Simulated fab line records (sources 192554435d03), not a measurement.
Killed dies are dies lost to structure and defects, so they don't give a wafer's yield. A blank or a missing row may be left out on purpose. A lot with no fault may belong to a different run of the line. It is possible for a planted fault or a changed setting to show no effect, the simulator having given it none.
Struck lot and sound lot, side by side :: flow n5 finfet :: 33 out of 1938 route steps
Sound: the wafers L998.3, L998.5, L998.6. Struck: wafer L995.1 (left out: L995.2, L995.5 of the same lot, which were not struck); the cause appears at the end.
At each step with rows: each side's tool, then ch and its chambers, then its first start. Under that, the readings that differ: sound wafers :: struck wafers :: difference of the means :: sigmas: that difference in standard deviations of wafers without a fault.
alike: words and numbers the same on both sides, and readings whose means are apart by under 2 such deviations; not compared: readings that were withheld, readings missing a value for some wafer, numbers with overlapping values and no deviation given by the record, and bounds like >300 which may hide the same value.
Wherever a step has rows on one side only, a row that says differs or no value, or a row with sigmas, the two part there. Non-overlapping numbers with no deviation appear without sigmas and do not part them. A reading that every wafer of one side lacks parts them only if that side has two wafers or more.

first, 8 steps without rows for these wafers: N5_BEOL_M9_ECD_50 (material Cu, target thk 318 nm); N5_BEOL_M9_ANNEAL_51 (time 90 s); N5_BEOL_M9_CMP_52 (polishes, stops on SiCOH lowk, t overpolish 7 s, target thk 140 nm); N5_BEOL_M9_PRE_CLEAN_55 (time 15 s); N5_BEOL_M9_DEP_56 (deposits SiCN from 3MS/NH3, target thk 15 nm, time 26.5 s); N5_BEOL_M10_ILD_DEP_00 (deposits SiCOH lowk from DEMS/porogen, target thk 308.51 nm, time 58 s); N5_BEOL_M10_CURE_71 (cures SiCOH lowk, time 240 s); N5_BEOL_M10_PECVD_70 (deposits SiO2 from TEOS/O2, target thk 20 nm, time 22.7 s).
N5_BEOL_M10_HM_DEP_02: deposits TiN, target thk 20 nm.
  sound: pvd sputter-02 at day 16 15:04; struck: pvd sputter-01 at day 15 01:43
reading: model.TiN_of_BEOL_M10_HM_DEP_02.thk nm (nm)
sound: 20.4 20 20.2
struck: 9.8
difference: -10.4
sigmas: 
  alike: throttle valve pct
then, 13 steps without rows for these wafers: N5_BEOL_M10_COAT_59 (time 60 s, resist thk 100 nm); N5_BEOL_M10_COAT_60 (time 60 s, resist thk 30 nm); N5_BEOL_M10_COAT_05 (resist thk 90 nm); N5_BEOL_M10_EBR_07; N5_BEOL_M10_SOFTBAKE_06 (time 60 s); N5_BEOL_M10_EXPOSE_08 (exposes mask M10); N5_BEOL_M10_PEB_09 (peb time 60 s); N5_BEOL_M10_DEVELOP_10 (develop time 30 s); N5_BEOL_M10_DESCUM_16 (chemistry O2, time 7.9 s); N5_BEOL_M10_ETCH_61 (etches SiARC in CF4, target depth 39 nm, time 65 s); N5_BEOL_M10_ETCH_62 (etches SOC in N2/H2, target depth 110 nm, overetch 22 nm, time 165 s); N5_BEOL_M10_STRIP_68 (strips in N2/H2); N5_BEOL_M10_STRIP_67 (strips in CF4).
N5_BEOL_M10_HM_OPEN_17: chemistry Cl2/BCl3, target TiN, target depth 20 nm, overetch 6 nm.
  sound on rie metal-02 ch 0,1, day 16 15:58; struck on rie metal-03 ch 0, day 15 02:38
reading: oes product au (a.u.)
sound: 0.80 0.78 0.75
struck: 0.48
difference: -0.30
sigmas: -3

reading: rf hours counter h (h)
sound: - - -
struck: 42
difference: no value on the sound wafers
sigmas: 

reading: throttle valve pct (%)
sound: 21.77 21.78 22.29
struck: 22.80
difference: +0.85
sigmas: +4

reading: model.etch.depth nm (nm)
sound: 20.48 19.95 20.15
struck: 9.718
difference: -10.475
sigmas: 
  alike: drypump motor current A, oes_ar_750_au
then, 9 steps without rows for these wafers: N5_BEOL_M10_STRIP_19 (strips in O2); N5_BEOL_M10_COAT_63 (time 60 s, resist thk 100 nm); N5_BEOL_M10_COAT_64 (time 60 s, resist thk 30 nm); N5_BEOL_M10_COAT_22 (resist thk 90 nm); N5_BEOL_M10_EBR_24; N5_BEOL_M10_SOFTBAKE_23 (time 60 s); N5_BEOL_M10_EXPOSE_25 (exposes mask V9); N5_BEOL_M10_PEB_26 (peb time 60 s); N5_BEOL_M10_DEVELOP_27 (develop time 30 s).
N5_BEOL_M10_TRENCH_ETCH_37: etches SiCOH lowk in C4F6/O2, target depth 148.83 nm, time 48 s.
  sound: rie diel-03 ch 0,2,3; struck: rie diel-04 ch 3
reading: model.TiN_of_BEOL_M10_HM_DEP_02.thk nm (nm)
sound: 16.2 15.6 16.2
struck: 5.6
difference: -10.4
sigmas: 
  alike: drypump motor current A, oes_ar_750_au, oes_o_777_au, oes product au, rf vpp V, showerhead plenum p Torr, throttle valve pct
  not compared: rf hours counter h

WHERE THEY PART
N5_BEOL_M10_HM_OPEN_17 only, going by this record. Later steps at which nothing parts them and some readings are alike: N5_BEOL_M10_TRENCH_ETCH_37.

WHY: whatever the simulator had introduced
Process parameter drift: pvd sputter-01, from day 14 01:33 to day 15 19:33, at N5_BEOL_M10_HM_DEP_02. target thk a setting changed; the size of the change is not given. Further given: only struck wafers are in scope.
